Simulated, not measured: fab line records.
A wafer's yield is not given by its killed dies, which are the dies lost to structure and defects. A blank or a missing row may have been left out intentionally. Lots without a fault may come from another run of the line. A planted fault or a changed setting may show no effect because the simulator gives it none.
Lot-split experiment + flow n5_finfet + 39 wafers read from 7 lots, route of 1938 steps

## ABOUT THE SPLIT
At N5_BEOL_M0_TRENCH_ETCH_107 (etches SiOC in C4F6/O2, target depth 32.8 nm, time 16.4 s), the setting target_depth_a was moved away from the recipe's 328 angstrom on 12 of the 39 wafers read, by -51.8% to +42.8%. All remaining wafers had this setting at the recipe value.

## THE PATH FROM SPLIT TO READING: the file shows 1 step between them
- N5_BEOL_M0_STRIP_142: strips in N2/H2, time 10 s

## THE READING
trench_depth_nm, in nm, at N5_BEOL_M0_OCD_MEAS_108. On this fab line, fault-free wafers typically give 32.7 nm with a standard deviation of 0.86 nm.

| wafer  | tool, chamber at the split | target_depth_a as run, angstrom | against the recipe | trench_depth_nm, nm | against lot-mates on the recipe |
|--------|----------------------------|---------------------------------|--------------------|---------------------|---------------------------------|
| L077.1 | rie_diel-03, 1             | 328                             | recipe             | 32.6                | -                               |
| L077.2 | rie_diel-03, 3             | 328                             | recipe             | 32.6                | -                               |
| L077.3 | rie_diel-03, 2             | 420.2                           | +28.1%             | 40.1                | +7.6                            |
| L077.4 | rie_diel-03, 0             | 328                             | recipe             | 32.4                | -                               |
| L077.5 | rie_diel-03, 0,1           | 420.2                           | +28.1%             | 41.8                | +9.3                            |
| L077.6 | rie_diel-03, 0,1           | 420.2                           | +28.1%             | 41.3                | +8.8                            |
| L078.1 | rie_diel-04, 3             | 328                             | recipe             | 33.9                | -                               |
| L078.2 | rie_diel-04, 2             | 273.4                           | -16.6%             | 27.3                | -6.2                            |
| L078.3 | rie_diel-04, 1             | 273.4                           | -16.6%             | 27.6                | -5.9                            |
| L078.4 | rie_diel-04, 0             | 328                             | recipe             | 33.8                | -                               |
| L078.5 | rie_diel-04, 3             | 273.4                           | -16.6%             | 27.9                | -5.6                            |
| L078.6 | rie_diel-04, 2             | 328                             | recipe             | 32.8                | -                               |
| L085.1 | rie_diel-03, 3             | 328                             | recipe             | 32.8                | -                               |
| L085.2 | rie_diel-03, 1             | 328                             | recipe             | 31.9                | -                               |
| L085.3 | rie_diel-03, 2             | 328                             | recipe             | 30.9                | -                               |
| L085.4 | rie_diel-03, 2             | 468.3                           | +42.8%             | 44.3                | +12.4                           |
| L085.5 | rie_diel-03, 3             | 468.3                           | +42.8%             | 46.1                | +14.2                           |
| L085.6 | rie_diel-03, 1             | 468.3                           | +42.8%             | 45.8                | +13.9                           |
| L092.1 | rie_diel-02, 2             | 158.2                           | -51.8%             | 17.0                | -15.8                           |
| L092.2 | rie_diel-02, 0             | 328                             | recipe             | 32.8                | -                               |
| L092.3 | rie_diel-02, 1             | 328                             | recipe             | 32.9                | -                               |
| L092.4 | rie_diel-02, 3             | 328                             | recipe             | 32.6                | -                               |
| L092.5 | rie_diel-02, 0             | 158.2                           | -51.8%             | 16.2                | -16.6                           |
| L092.6 | rie_diel-02, 3             | 158.2                           | -51.8%             | 15.9                | -16.9                           |
| L093.3 | rie_diel-04, 1,0           | 328                             | recipe             | 33.3                | -                               |
| L093.4 | rie_diel-04, 1,0           | 328                             | recipe             | 32.8                | -                               |
| L093.5 | rie_diel-04, 2             | 328                             | recipe             | 33.2                | -                               |
| L086.1 | rie_diel-03, 2             | 328                             | recipe             | 30.6                | -                               |
| L086.2 | rie_diel-03, 1             | 328                             | recipe             | 31.7                | -                               |
| L086.3 | rie_diel-03, 3             | 328                             | recipe             | 32.2                | -                               |
| L086.4 | rie_diel-03, 3             | 328                             | recipe             | 32.9                | -                               |
| L086.5 | rie_diel-03, 1             | 328                             | recipe             | 31.4                | -                               |
| L086.6 | rie_diel-03, 2             | 328                             | recipe             | 31.2                | -                               |
| L096.1 | rie_diel-04, 1,2           | 328                             | recipe             | 32.6                | -                               |
| L096.2 | rie_diel-04, 0             | 328                             | recipe             | 33.4                | -                               |
| L096.3 | rie_diel-04, 1,2           | 328                             | recipe             | 32.5                | -                               |
| L096.4 | rie_diel-04, 3             | 328                             | recipe             | 33.5                | -                               |
| L096.5 | rie_diel-04, 1,0           | 328                             | recipe             | 32.4                | -                               |
| L096.6 | rie_diel-04, 1,0           | 328                             | recipe             | 33.2                | -                               |
The file does not say which wafer passed through which chamber wherever a row lists several chambers: such a row stands for several wafers.

FIT RESULTS
A straight line over all 39 wafers: trench_depth_nm changes by +0.307 nm for each +1% of target_depth_a; r = +0.99; the points scatter about the line by 0.78 nm.
The same after taking each lot's own level away (the mean of its wafers on the recipe; 39 wafers): +0.317 nm for each +1%; r = +1.00; scatter 0.59 nm.
The reading moves by 16 nm for the largest change in target_depth_a, on that fit.
From 31.67 to 33.50 nm: that is the span of the lots' own levels, equal to 2.1 times the standard deviation above.
The two slopes are in agreement: the lot-to-lot level therefore moves the slope only a little.
Check: with one of the wafers moved furthest among these (-51.8%) left out of the fit, the line predicts -16.6 nm for it against its lot-mates. Against them it came out at -15.8 nm.

## THE OTHER SPLITS THESE WAFERS WENT THROUGH
Other splits were also applied to these wafers ahead of the reading. Each is held against what the fit with the lots' levels taken away leaves over:
| other split on the same wafers | wafers away from the commonest value | r with trench_depth_nm (lot level and that fit taken away) |
|--------------------------------|--------------------------------------|------------------------------------------------------------|
| N5_SD_EPI_N_DESCUM_14 time_s   | 15                                   | -0.10                                                      |
| N5_GATE_CUT_ALD_22 ald_cycles  | 9                                    | +0.03                                                      |

## THE WHOLE CHAIN: every reading that the file lists as answering this split, in the file's order
| step                       | what it does                                              | reading                                                                   | change (the file's fit)               | r (the file's) |
|----------------------------|-----------------------------------------------------------|---------------------------------------------------------------------------|---------------------------------------|----------------|
| N5_BEOL_M0_TRENCH_ETCH_107 | etches SiOC in C4F6/O2, target depth 32.8 nm, time 16.4 s | BEOL_M0.feature_depth_nm (the simulator's own value, which no gauge read) | +0.32 nm for each +1% of the setting  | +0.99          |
| N5_BEOL_M0_OCD_MEAS_108    |                                                           | trench_depth_nm                                                           | +0.316 nm for each +1% of the setting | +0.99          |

## FILE'S OWN FIT
trench_depth_nm changes by +0.316 nm for each +1% of target_depth_a, r = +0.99.
